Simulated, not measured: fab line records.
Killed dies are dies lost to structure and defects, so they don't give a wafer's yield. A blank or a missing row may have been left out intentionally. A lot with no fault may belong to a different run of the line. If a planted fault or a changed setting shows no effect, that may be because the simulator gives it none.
Matching of chambers -- flow nand harc -- NHARC_A_STAIRCASE_DEP_151 on pecvd-02 has 3 sister chambers
The step deposits SiO2, target thk 3800 nm. 3 wafers are shown with their chamber, then 7 later ones without.

## WAFERS, EACH WITH ITS CHAMBER
wafer,chamber,heater power w (W)
L085.6,1,591
L088.1,2,687
L088.2,0,810

## WAFERS MISSING THEIR CHAMBER
wafer,heater power w (W)
L088.6,551
L091.3,719
L091.4,647
L091.5,592
L092.2,719
L092.3,665
L092.5,633

## CHAMBER TAKEN BY EACH
wafer,from the rows above,in truth
L088.6,1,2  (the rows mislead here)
L091.3,can't be placed: 2 or 0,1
L091.4,can't be placed: 2 or 1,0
L091.5,1,1
L092.2,can't be placed: 2 or 0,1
L092.3,can't be placed: 2 or 1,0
L092.5,can't be placed: 1 or 2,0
Correct placement for 1 of the 7. These rows do not allow placing 5 (true chamber among the candidates in 0). Wrongly placed: 1.
How it was worked out, from the rows above alone: a wafer's distance from a chamber is the root of the sum, over the readings, of the square of ((its reading less the chamber's mean) divided by the reading's scatter). If the next closest chamber is less than 2 further off than the closest, the wafer can't be placed; otherwise it belongs to the closest. A chamber's mean is the mean of its shown wafers. The scatter: root of mean squared gap, hidden wafer to nearest shown wafer, with one shown wafer a chamber.
